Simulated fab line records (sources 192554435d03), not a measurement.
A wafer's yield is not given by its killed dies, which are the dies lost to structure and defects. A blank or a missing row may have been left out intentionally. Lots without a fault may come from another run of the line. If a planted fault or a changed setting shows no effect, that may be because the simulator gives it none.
fab line records | flow n5Finfet
[record] lots = 6 wafers = 18 lastDay = 18
route steps=1938 shown BEOL_M9@1419 PASSIVATION@1936
lots untouched by any fault: they come from a run of this same line in which no faults occurred
startH: hours from the record's opening day to when the first of the lot's shown wafers began | waitH: hours since the lot's step before | " the same as in the row above | L1.1+2: a row that stands for several wafers | - no value, or no start given | * or withheld: withheld | < > ~ a bound
route shown NAME@n: a module of which the file shows steps, and the number in the route of the first | usual: mean and standard deviation over wafers with no fault | same: alike in all rows | chamber/n: place in a boat | sites: each site's reading | _std_site: the values' standard deviation | _edge_site: outer sites' mean less inner sites' | radiusMm: for every site, how far away it sits from the centre of the wafer | mask NAME#n: copy n | behind: tool/chamber where the wafer was last shaped | hold: why the lot was held/for how many hours/how that ended | device: which transistor (n, p or np) failed to switch | end of line: the tests these same wafers got at the end of their route | for a step that has no rows: nothing shown but its recipe | killed: not the wafer's yield, but the dies lost to structure and defects at the first sort | map: a wafer's dies, marking killed ones x, the rest . and places with no die _
set.NAME: the setting the step ran with; set.NAME@STEP: the setting that earlier step ran with | model.NAME: the simulator's own value behind a step, which no gauge read
lots at selected steps of the route; one table per step, one row per wafer
services: from which hour (startH, from the record's first day; less than 0 if before it) a tool's chamber was out of use, for how many hours, and why
[[steps]]
[step N5_BEOL_M9_ETCH_62]
[recipe] chemistry = N2/H2 target = SOC targetDepthA = 1100 overetchA = 220 maskMaterial = SiARC tempC = 40 timeS = 165 ionEnergyEv = 200 pressureMtorr = 30 sourceW = 840 biasW = 150 n2FlowSccm = 200 h2FlowSccm = 200
[usual] drypumpMotorCurrentA = 5.5/0.46 oesProductAu = 0.68/0.065 rfVppV = 523.9/2.8 showerheadPlenumPTorr = 2.54/0.092 throttleValvePct = 17.83/0.3
// columns lot.wafer tool chamber startH waitH drypumpMotorCurrentA oesProductAu rfHoursCounterH rfVppV showerheadPlenumPTorr throttleValvePct
L453.2 rieDiel-01 2 248.24 0.0 5.4 0.75 48 521.9 2.46 17.55
L453.4 " 1 " " 5.1 0.61 - 519.7 2.41 18.17
L453.5 " 0 " " 5.4 0.78 - 527.6 2.70 17.69
L456.1 rieDiel-01 3 256.19 0.0 5.6 0.75 28 525.6 2.57 17.26
L456.2 " 2 " " 5.5 0.74 52 522.3 2.46 17.58
L456.6 " 2 " " 5.5 0.75 - 521.6 2.46 17.58
L463.3 rieDiel-03 3 306.43 0.0 6.2 0.69 73 521.5 2.47 17.83
L463.5 " 2 " " 5.1 0.67 - 523.4 2.56 17.86
L463.6 " 3 " " 6.2 0.69 - 521.1 2.47 17.85
L461.2 rieDiel-03 0 307.45 0.0 4.9 0.75 48 529.6 2.66 17.36
L461.3 " 3 " " 6.2 0.68 74 522.3 2.47 17.85
L461.5 " 2 " " 5.1 0.68 - 524.6 2.56 17.87
L466.3 rieDiel-04 2 330.76 0.0 4.7 0.83 4 528.8 2.74 17.57
L466.4 " 1 " " 5.7 0.63 188 523.4 2.51 17.82
L466.5 " 0 " " 5.3 0.71 - 524.9 2.57 17.93
L472.2 rieDiel-03 3 354.72 0.0 6.2 0.67 87 522.4 2.46 17.87
L472.4 " 0 " " 5.0 0.74 62 527.1 2.65 17.38
L472.6 " 0 " " 5.0 0.74 - 526.8 2.65 17.37
[step N5_BEOL_M9_STRIP_68]
[recipe] chemistry = N2/H2 tempC = 40 n2FlowSccm = 200 h2FlowSccm = 200 rfFrequencyHz = 6e+07
[step N5_BEOL_M9_STRIP_67]
[recipe] chemistry = CF4 resist = SiARC powerW = 300 biasPowerW = 75 pressureMtorr = 50 cf4FlowSccm = 150 rfFrequencyHz = 6e+07
[usual] drypumpMotorCurrentA = 5.4/0.46 oesProductAu = 0.81/0.076 rfVppV = 271.2/1.6 showerheadPlenumPTorr = 1.79/0.065 throttleValvePct = 13.60/0.24
// columns lot.wafer tool chamber startH waitH drypumpMotorCurrentA oesProductAu rfHoursCounterH rfVppV showerheadPlenumPTorr throttleValvePct
L453.2 rieDiel-01 2 248.38 0.0 5.5 0.88 48 270.5 1.75 13.31
L453.4 " 1 " " 5.1 0.73 - 269.2 1.70 13.87
L453.5 " 0 " " 5.4 0.92 - 272.8 1.90 13.46
L456.1 rieDiel-01 3 256.33 0.0 5.6 0.89 28 272.2 1.85 13.25
L456.2 " 2 " " 5.5 0.88 52 269.6 1.75 13.33
L456.6 " 2 " " 5.4 0.88 - 268.9 1.75 13.32
L463.3 rieDiel-03 3 306.58 0.0 6.2 0.81 73 270.6 1.74 13.59
L463.5 " 2 " " 5.1 0.79 - 270.3 1.81 13.71
L463.6 " 3 " " 6.2 0.81 - 270.5 1.74 13.58
L461.2 rieDiel-03 0 307.60 0.0 5.0 0.88 48 273.2 1.90 13.34
L461.3 " 3 " " 6.2 0.80 74 270.5 1.74 13.60
L461.5 " 2 " " 5.1 0.80 - 271.3 1.81 13.73
L466.3 rieDiel-04 2 330.91 0.0 4.7 0.98 4 274.5 1.88 12.99
L466.4 " 1 " " 5.6 0.75 188 271.1 1.79 13.80
L466.5 " 0 " " 5.3 0.84 - 270.8 1.80 13.55
L472.2 rieDiel-03 3 354.87 0.0 6.2 0.79 87 269.6 1.74 13.63
L472.4 " 0 " " 4.9 0.88 62 272.8 1.90 13.43
L472.6 " 0 " " 5.0 0.86 - 273.4 1.90 13.38
[step N5_BEOL_M9_HM_OPEN_17]
[recipe] chemistry = Cl2/BCl3 targetDepthA = 200 overetchA = 60 target = TiN maskMaterial = SOC ionEnergyEv = 150 pressureMtorr = 10 icpW = 1000 biasW = 126 Cl2_flow_sccm = 53.25 bcl3FlowSccm = 21.75 Ar_flow_sccm = 25
[usual] drypumpMotorCurrentA = 5.7/0.39 heBacksideLeakSccm = 3.5/0.41 oes_ar_750_au = 0.81/0.092 oesProductAu = 0.69/0.082 throttleValvePct = 22.19/0.29
// columns lot.wafer tool chamber startH waitH drypumpMotorCurrentA heBacksideLeakSccm oes_ar_750_au oesProductAu rfHoursCounterH throttleValvePct
L453.2 rieMetal-01 1 248.46 0.1 6.2 3.1 0.91 0.82 - 22.46
L453.4 " 1 " " 6.2 3.1 0.92 0.82 - 22.46
L453.5 " 1 " " 6.2 3.1 0.92 0.83 - 22.45
L456.1 rieMetal-03 0 256.37 0.0 5.4 3.7 0.85 0.69 30 21.88
L456.2 " 1 " " 6.2 3.3 0.81 0.70 27 22.04
L456.6 " 0 " " 5.3 3.7 0.84 0.69 - 21.87
L463.3 rieMetal-03 0 306.65 0.1 5.3 3.4 0.83 0.68 - 21.87
L463.5 " 0 " " 5.3 3.5 0.83 0.69 - 21.87
L463.6 " 1 " " 6.2 3.7 0.80 0.68 - 22.04
L461.2 rieMetal-01 1 307.65 0.0 6.2 3.0 0.88 0.78 3 22.48
L461.3 " 0 " " 5.2 2.7 0.92 0.79 - 21.77
L461.5 " 0 " " 5.2 3.0 0.93 0.78 - 21.76
L466.3 rieMetal-03 1 330.98 0.1 6.2 3.6 0.78 0.68 - 22.05
L466.4 " 0 " " 5.3 3.4 0.82 0.67 - 21.90
L466.5 " 0 " " 5.3 3.6 0.82 0.67 - 21.89
L472.2 rieMetal-01 0 354.91 0.0 5.2 3.1 0.90 0.75 7 21.80
L472.4 " 0 " " 5.2 3.3 0.90 0.75 - 21.79
L472.6 " 0 " " 5.2 3.0 0.90 0.75 - 21.77
[step N5_BEOL_M9_STRIP_19]
[recipe] chemistry = O2 powerW = 400 tempC = 40 pressureMtorr = 30 rfFrequencyHz = 6e+07 biasPowerW = 0 overashFraction = 0.2 o2FlowSccm = 225
[usual] drypumpMotorCurrentA = 5.4/0.45 oesProductAu = 0.80/0.075 rfVppV = 3.7/0.52 showerheadPlenumPTorr = 2.09/0.078 throttleValvePct = 16.70/0.2
// columns lot.wafer tool chamber startH waitH drypumpMotorCurrentA oesProductAu rfHoursCounterH rfVppV showerheadPlenumPTorr throttleValvePct
L453.2 rieDiel-01 0 248.74 0.2 5.4 0.95 17 4.3 2.24 16.61
L453.4 " 1 " " 5.1 0.73 - 4.1 1.99 16.99
L453.5 " 0 " " 5.4 0.94 - 4.3 2.24 16.62
L456.1 rieDiel-04 0 256.54 0.1 5.3 0.87 39 3.0 2.10 16.55
L456.2 " 3 " " 6.4 0.74 169 3.7 2.07 16.79
L456.6 " 2 " " 4.7 0.70 - 4.0 1.98 16.71
L463.3 rieDiel-03 2 306.85 0.2 5.0 0.79 129 3.4 2.09 16.68
L463.5 " 1 " " 5.6 0.71 - 4.0 2.09 17.04
L463.6 " 2 " " 5.1 0.79 - 4.3 2.09 16.66
L461.2 rieDiel-01 2 307.76 0.1 5.5 0.84 73 3.9 2.04 16.53
L461.3 " 1 " " 5.1 0.70 210 3.0 1.98 17.04
L461.5 " 1 " " 5.1 0.70 - 3.4 1.98 17.03
L466.3 rieDiel-01 1 331.18 0.2 5.1 0.70 216 3.2 1.98 17.04
L466.4 " 0 " " 5.3 0.89 47 4.1 2.23 16.69
L466.5 " 1 " " 5.1 0.71 - 3.3 1.98 17.03
L472.2 rieDiel-03 0 355.02 0.1 5.0 0.87 62 3.2 2.21 16.44
L472.4 " 1 " " 5.6 0.70 236 4.5 2.08 17.08
L472.6 " 3 " " 6.2 0.79 - 4.4 2.03 16.73
[step N5_BEOL_M9_CD_MEAS_18]
[recipe] pitchNm = 140 targetCdNm = 70
[usual] cdNm = 69.8/0.69
// columns lot.wafer tool chamber startH waitH cdNm
L453.2 cdSem-01 - 248.81 0.1 69.8
L453.4 " - " " 69.6
L453.5 " - " " 69.7
L456.1 cdSem-01 - 256.61 0.0 71.1
L456.2 " - " " 70.0
L456.6 " - " " 70.5
L463.3 cdSem-01 - 306.92 0.1 71.2
L463.5 " - " " 70.9
L463.6 " - " " 69.7
L461.2 cdSem-01 - 307.83 0.1 69.0
L461.3 " - " " 70.9
L461.5 " - " " 69.4
L466.3 cdSem-01 - 331.25 0.1 69.3
L466.4 " - " " 69.4
L466.5 " - " " 70.8
L472.2 cdSem-03 - 355.09 0.1 69.1
L472.4 " - " " 69.7
L472.6 " - " " 69.9
[step N5_BEOL_M9_COAT_63]
[recipe] resist = SOC tempC = 250 timeS = 60 spinRpm = 1500 resistThkNm = 60
[step N5_BEOL_M9_COAT_64]
[recipe] resist = SiARC tempC = 220 timeS = 60 spinRpm = 1500 resistThkNm = 12
[step N5_BEOL_M9_COAT_75]
[recipe] resist = underlayer tempC = 205 timeS = 60 spinRpm = 1500 resistThkNm = 5
[step N5_BEOL_M9_COAT_22]
[recipe] resist = CAR-EUV spinRpm = 1500 resistThkNm = 30
[step N5_BEOL_M9_EBR_24]
[recipe] solvent = PGMEA ebrWidthMm = 1.5
[step N5_BEOL_M9_SOFTBAKE_23]
[recipe] tempC = 110 timeS = 60 resist = CAR-EUV
[step N5_BEOL_M9_EXPOSE_25]
[recipe] maskId = V8 na = 0.33 sourceShape = annular sigmaInner = 0.4 sigmaOuter = 0.8 polarization = unpolarized doseMj = 37.25
// columns lot.wafer tool chamber startH waitH mask model.BEOL_M9.overlayXNm
L453.2+4+5 euvScanner-02 0 250.01 - V8#0 -1
L456.1+2+6 euvScanner-01 0 257.44 - V8#0 0.4
L463.3+5+6 euvScanner-01 0 309.57 - V8#0 0
L461.2+3+5 euvScanner-02 0 309.73 - V8#0 3.8
L466.3+4+5 euvScanner-02 0 331.93 - V8#0 3.8
L472.2+4+6 euvScanner-01 0 358.18 - V8#0 -0.6
[step N5_BEOL_M9_PEB_26]
[recipe] pebTempC = 100 pebTimeS = 60 resist = CAR-EUV
[step N5_BEOL_M9_DEVELOP_27]
[recipe] developTimeS = 30 developer = TMAH resist = CAR-EUV rinseLiquid = surfactantRinse dry = airSpin devTempC = 23
[step N5_BEOL_M9_CD_MEAS_28]
[recipe] targetCdNm = 70 landingEnergyEv = 500 detector = seInlens polarity = opening
[usual] cdNm = 69.8/0.32
// columns lot.wafer tool chamber startH waitH cdNm
L453.2 cdSem-02 0 250.13 - 69.9
L453.4 " 0 " " 70.2
L453.5 " 0 " " 70.0
L456.1 cdSem-02 0 257.57 - 70.0
L456.2 " 0 " " 70.2
L456.6 " 0 " " 70.3
L463.3 cdSem-02 0 309.69 - 69.7
L463.5 " 0 " " 69.3
L463.6 " 0 " " 70.2
L461.2 cdSem-01 0 309.86 - 69.8
L461.3 " 0 " " 70.1
L461.5 " 0 " " 69.7
L466.3 cdSem-01 0 332.05 - 69.5
L466.4 " 0 " " 69.9
L466.5 " 0 " " 70.1
L472.2 cdSem-03 0 358.30 - 70.0
L472.4 " 0 " " 70.3
L472.6 " 0 " " 69.7
[step N5_BEOL_M9_OVL_MEAS_29]
[recipe] pointsPerWafer = 522
[usual] V8_OVL = 0.1/0.66
// columns lot.wafer tool chamber startH waitH V8_OVL[nm]
L453.2 overlay-02 0 250.48 0.3 -1.3
L453.4 " 0 " " -1.3
L453.5 " 0 " " -0.2
L456.1 overlay-02 0 257.60 0.0 -0.2
L456.2 " 0 " " 1.1
L456.6 " 0 " " 0.2
L463.3 overlay-02 0 309.73 0.0 1.4
L463.5 " 0 " " -0.1
L463.6 " 0 " " 0.6
L461.2 overlay-02 0 309.90 0.0 3.6
L461.3 " 0 " " 3.8
L461.5 " 0 " " 4.4
L466.3 overlay-02 0 332.11 0.1 3.1
L466.4 " 0 " " 4.1
L466.5 " 0 " " 3.2
L472.2 overlay-02 0 358.34 0.0 -0.2
L472.4 " 0 " " -0.1
L472.6 " 0 " " 0.0
[step N5_BEOL_M9_INSPECT_30]
[recipe] mode = adi inspectInstrument = brightfield
[usual] rawDefectCount = 428/100
// columns lot.wafer tool chamber startH waitH rawDefectCount
L453.2 defectInspect-01 - 250.55 0.1 537
L453.4 " - " " 290
L453.5 " - " " 471
L456.1 defectInspect-02 - 257.66 0.1 457
L456.2 " - " " 323
L456.6 " - " " 378
L463.3 defectInspect-01 - 309.78 0.0 259
L463.5 " - " " 359
L463.6 " - " " 322
L461.2 defectInspect-01 - 309.95 0.0 367
L461.3 " - " " 375
L461.5 " - " " 448
L466.3 defectInspect-02 - 332.15 0.0 272
L466.4 " - " " 330
L466.5 " - " " 363
L472.2 defectInspect-02 - 358.39 0.0 583
L472.4 " - " " 378
L472.6 " - " " 475
[step N5_PASSIVATION_PROBE_49]
[usual] defectLimitedYield = 91.3/1.4 killed_at_M0_to_M3 = 36/10 killed_at_M4_up = 13/5.4 killedAtContacts = 12/5.3 killedAtFrontEnd = 39/10 killedAtOther = 3.2/2.7 killedDies = 103/16 killedOpen = 68/13 killedShort = 33/6.6 sort_bin_4_leakage = 0.01/0.031 sort_bin_5_function = 5.1/0.92 sort_bin_6_memory = 3.3/0.68 sort_bin_8_speed = 0.1/0.41 sortNPass = 1077/17
[same] grossDies = 1180 killedAtBackSide = 0
// columns lot.wafer tool chamber startH waitH defectLimitedYield[%] killed_at_M0_to_M3 killed_at_M4_up killedAtContacts killedAtFrontEnd killedAtOther killedDies killedOpen killedShort sort_bin_4_leakage[%] sort_bin_5_function[%] sort_bin_6_memory[%] sort_bin_8_speed[%] sortNPass
L453.2 prober-01 - 324.72 0.1 90.6 38 17 10 42 4 111 80 29 0 5.6 3.6 0 1069
L453.4 prober-01 - 324.82 0.2 92.5 29 14 5 31 9 88 59 29 0 4.2 2.9 0 1092
L453.5 prober-01 - 324.87 0.2 92.3 29 13 11 32 6 91 58 31 0 4.2 3.3 0 1089
L456.1 prober-01 - 325.38 0.0 91.7 41 7 10 38 2 98 58 38 0 5.0 3.1 0 1082
L456.2 prober-01 - 325.43 0.1 91.3 44 9 13 36 1 103 62 38 0 4.5 3.8 0.8 1068
L456.6 prober-01 - 325.63 0.3 93.7 35 10 7 22 0 74 49 23 0 3.3 2.4 0 1106
L461.2 prober-02 - 380.85 0.1 90.5 31 22 3 42 14 112 69 40 0 5.8 3.1 0.2 1068
L461.3 prober-02 - 380.90 0.1 90.7 45 12 9 40 4 110 73 35 0 5.6 3.2 0.2 1070
L461.5 prober-02 - 381.00 0.2 89.2 46 15 7 58 2 128 84 41 0 6.8 3.6 0 1052
L463.3 prober-01 - 390.31 0.1 90.8 34 14 9 45 7 109 74 35 0.17 6.1 3.0 0 1069
L463.5 prober-01 - 390.41 0.2 91.4 42 12 11 32 5 102 73 27 0 5.3 3.1 0 1078
L463.6 prober-01 - 390.46 0.3 92.0 27 15 14 36 2 94 60 33 0 4.7 3.1 0 1086
L466.3 prober-02 - 395.78 0.5 91.4 33 18 5 45 0 101 55 42 0 5.8 2.2 0 1079
L466.4 prober-02 - 395.83 0.5 92.6 21 16 7 41 2 87 53 34 0.08 3.2 3.6 0 1092
L466.5 prober-02 - 395.88 0.6 94.5 20 10 6 27 2 65 45 19 0 3.6 1.7 0 1115
L472.2 prober-01 - 432.45 0.1 87.9 46 10 24 57 6 143 101 40 0 6.6 5.1 0 1037
L472.4 prober-01 - 432.55 0.2 87.3 42 11 24 69 4 150 108 42 0 7.8 4.7 0 1030
L472.6 prober-01 - 432.65 0.3 90.6 40 15 20 32 4 111 86 23 0 5.3 3.7 0 1069
// killed by level:class
L453.2 STI_FIN_REVEAL:geometricParticle:open=12 BEOL_M2:geometricParticle:open=12 BEOL_M4:geometricParticle:open=10 BEOL_M0_SAQP:geometricParticle:open=9 MOL_CONTACT_COAG:geometricParticle:open=8 FIN_SAQP:geometricParticle:open=7 STARTING-WAFER:geometricParticle:short=5 BEOL_M3:geometricParticle:open=5
L453.4 FIN_SAQP:geometricParticle:open=12 BEOL_M3:geometricParticle:short=6 BEOL_M3:geometricParticle:open=5 MOL_CONTACT_COAG:geometricParticle:open=5 BEOL_M0:geometricParticle:open=5 BEOL_M4:geometricParticle:open=4 DUMMY_GATE:geometricParticle:open=4 BEOL_M0_SAQP:geometricParticle:short=4
L453.5 FIN_SAQP:geometricParticle:open=9 MOL_CONTACT_COAG:geometricParticle:open=8 BEOL_M0_SAQP:geometricParticle:open=7 BEOL_M2:geometricParticle:open=6 FIN_SAQP:geometricParticle:short=5 DUMMY_GATE:geometricParticle:open=4 BEOL_M3:geometricParticle:short=4 STI_FIN_REVEAL:geometricParticle:open=3
L456.1 FIN_SAQP:geometricParticle:open=13 FIN_SAQP:geometricParticle:short=11 BEOL_M1:geometricParticle:open=11 BEOL_M0_SAQP:geometricParticle:short=8 BEOL_M3:geometricParticle:open=8 MOL_CONTACT_COAG:geometricParticle:open=6 BEOL_M2:geometricParticle:open=6 GATE_CUT:geometricParticle:short=4
L456.2 BEOL_M0_SAQP:geometricParticle:short=16 MOL_CONTACT_COAG:geometricParticle:open=11 FIN_SAQP:geometricParticle:open=9 BEOL_M0_SAQP:geometricParticle:open=9 FIN_SAQP:geometricParticle:short=8 STI_FIN_REVEAL:geometricParticle:open=8 BEOL_M1:geometricParticle:open=8 BEOL_M3:geometricParticle:open=7
L456.6 BEOL_M3:geometricParticle:open=9 BEOL_M0_SAQP:geometricParticle:open=8 MOL_CONTACT_COAG:geometricParticle:open=7 FIN_SAQP:geometricParticle:short=6 BEOL_M1:geometricParticle:open=6 STARTING-WAFER:geometricParticle:short=6 BEOL_M4:geometricParticle:open=5 BEOL_M0_SAQP:geometricParticle:short=4
L461.2 FIN_SAQP:geometricParticle:open=12 FIN_SAQP:geometricParticle:short=11 MIM_TOP_ETCH:geometricParticle:open=10 BEOL_M0_SAQP:geometricParticle:short=9 BEOL_M4:geometricParticle:open=9 BEOL_M2:geometricParticle:open=7 STI_FIN_REVEAL:geometricParticle:open=6 STI_FIN_REVEAL:geometricParticle:short=3
L461.3 FIN_SAQP:geometricParticle:open=13 BEOL_M0_SAQP:geometricParticle:open=11 BEOL_M0_SAQP:geometricParticle:short=9 FIN_SAQP:geometricParticle:short=8 BEOL_M2:geometricParticle:open=8 MOL_CONTACT_COAG:geometricParticle:open=7 BEOL_M4:geometricParticle:open=7 BEOL_M1:geometricParticle:open=4
L461.5 FIN_SAQP:geometricParticle:short=16 FIN_SAQP:geometricParticle:open=14 BEOL_M3:geometricParticle:open=11 STI_FIN_REVEAL:geometricParticle:open=10 BEOL_M1:geometricParticle:open=9 BEOL_M2:geometricParticle:open=7 GATE_CUT:geometricParticle:short=6 BEOL_M0_SAQP:geometricParticle:open=6
L463.3 DUMMY_GATE:geometricParticle:open=12 BEOL_M3:geometricParticle:open=11 BEOL_M4:geometricParticle:open=8 BEOL_M0_SAQP:geometricParticle:open=7 FIN_SAQP:geometricParticle:short=5 STI_FIN_REVEAL:geometricParticle:open=5 MOL_CONTACT_COAG:geometricParticle:open=5 BEOL_M0_SAQP:geometricParticle:short=5
L463.5 BEOL_M0:geometricParticle:open=12 MOL_CONTACT_COAG:geometricParticle:open=8 BEOL_M2:geometricParticle:open=8 BEOL_M4:geometricParticle:open=6 GATE_CUT:geometricParticle:open=5 BEOL_M0_SAQP:geometricParticle:open=5 ILD0:geometricParticle:open=4 BEOL_M1:geometricParticle:open=4
L463.6 MOL_CONTACT_COAG:geometricParticle:open=11 FIN_SAQP:geometricParticle:short=10 STI_FIN_REVEAL:geometricParticle:open=6 BEOL_M0_SAQP:geometricParticle:short=6 BEOL_M0_SAQP:geometricParticle:open=5 FIN_SAQP:geometricParticle:open=4 ILD0:geometricParticle:open=4 BEOL_M1:geometricParticle:open=4
L466.3 FIN_SAQP:geometricParticle:short=16 FIN_SAQP:geometricParticle:open=9 BEOL_M1:geometricParticle:open=7 BEOL_M2:geometricParticle:open=7 BEOL_M3:geometricParticle:open=7 BEOL_M4:geometricParticle:open=5 BEOL_M0_SAQP:geometricParticle:short=4 DUMMY_GATE:geometricParticle:open=3
L466.4 FIN_SAQP:geometricParticle:open=12 FIN_SAQP:geometricParticle:short=10 ILD0:geometricParticle:short=7 BEOL_M3:geometricParticle:open=7 MOL_CONTACT_COAG:geometricParticle:open=6 BEOL_M4:geometricParticle:open=6 BEOL_M2:geometricParticle:short=5 STI_FIN_REVEAL:geometricParticle:open=4
L466.5 BEOL_M1:geometricParticle:open=8 STARTING-WAFER:geometricParticle:short=6 MOL_CONTACT_COAG:geometricParticle:open=5 BEOL_M4:geometricParticle:open=5 DUMMY_GATE:geometricParticle:open=4 STARTING-WAFER:geometricParticle:open=4 FIN_SAQP:geometricParticle:short=3 FIN_SAQP:geometricParticle:open=3
L472.2 STI_FIN_REVEAL:geometricParticle:open=25 MOL_CONTACT_COAG:geometricParticle:open=20 BEOL_M0_SAQP:geometricParticle:short=10 BEOL_M1:geometricParticle:open=10 BEOL_M0_SAQP:geometricParticle:open=8 BEOL_M2:geometricParticle:open=8 BEOL_M3:geometricParticle:open=6 STI_FIN_REVEAL:geometricParticle:short=5
L472.4 STI_FIN_REVEAL:geometricParticle:open=30 MOL_CONTACT_COAG:geometricParticle:open=21 BEOL_M3:geometricParticle:open=12 STI_FIN_REVEAL:geometricParticle:short=9 FIN_SAQP:geometricParticle:open=8 DUMMY_GATE:geometricParticle:open=7 BEOL_M2:geometricParticle:open=7 BEOL_M0_SAQP:geometricParticle:open=6
L472.6 MOL_CONTACT_COAG:geometricParticle:open=17 STI_FIN_REVEAL:geometricParticle:open=9 BEOL_M2:geometricParticle:open=9 BEOL_M3:geometricParticle:open=9 BEOL_M1:geometricParticle:open=8 BEOL_M5:geometricParticle:open=8 DUMMY_GATE:geometricParticle:open=4 GATE_CUT:geometricParticle:open=4
[[services]]
// columns tool chamber startH hours kind
rieMetal-03 0 226.36 4.4 repair
rieMetal-01 - 227.83 0.3 repair
rieDiel-01 3 232.64 22.4 repair
euvScanner-02 - 236.78 4.6 pm
rieDiel-03 - 244.35 28.1 pm
rieMetal-01 0 248.07 - clean
rieMetal-01 0 248.07 20.8 scheduledDown
rieMetal-01 0 248.07 20.8 ventCycle
rieMetal-01 1 255.86 23.3 repair
euvScanner-02 - 272.58 1.0 pm
euvScanner-01 - 273.59 1.0 pm
rieDiel-03 - 274.37 14.6 pm
euvScanner-02 - 274.56 0.1 repair
euvScanner-01 - 277.82 1.3 repair
euvScanner-02 - 280.02 5.0 repair
rieDiel-03 - 302.43 0.1 repair
rieDiel-04 - 305.71 4.3 pm
euvScanner-02 - 306.30 0.7 repair
rieDiel-01 - 311.69 0.4 repair
euvScanner-02 - 328.73 1.0 pm
euvScanner-01 - 329.74 1.0 pm
euvScanner-02 - 340.57 8.5 repair
euvScanner-01 - 345.31 1.1 repair
euvScanner-02 - 356.68 12.0 pm
[[key]]
[firstSign] step = N5_BEOL_M9_OVL_MEAS_29 reading = V8_OVL direction = up sigmas = 5.4 usual = 0.1 struck = 3.7
effect none on later readings
[modelEffect] step = N5_BEOL_M9_EXPOSE_25 value = BEOL_M9.overlayXNm without = 0.2 struck = 3.8
metAt N5_BEOL_M9_EXPOSE_25
struckWafers L461.2,L461.3,L461.5,L466.3,L466.4,L466.5
onsetBetween 250.01 309.73
alsoFits N5_BEOL_M9_STRIP_19:rieDiel-01
[fault] kind = scannerMatchingOverlay tool = euvScanner-02 chamber = - onsetH = 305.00 steps = N5_BEOL_M9_EXPOSE_25 offset = 3.6229
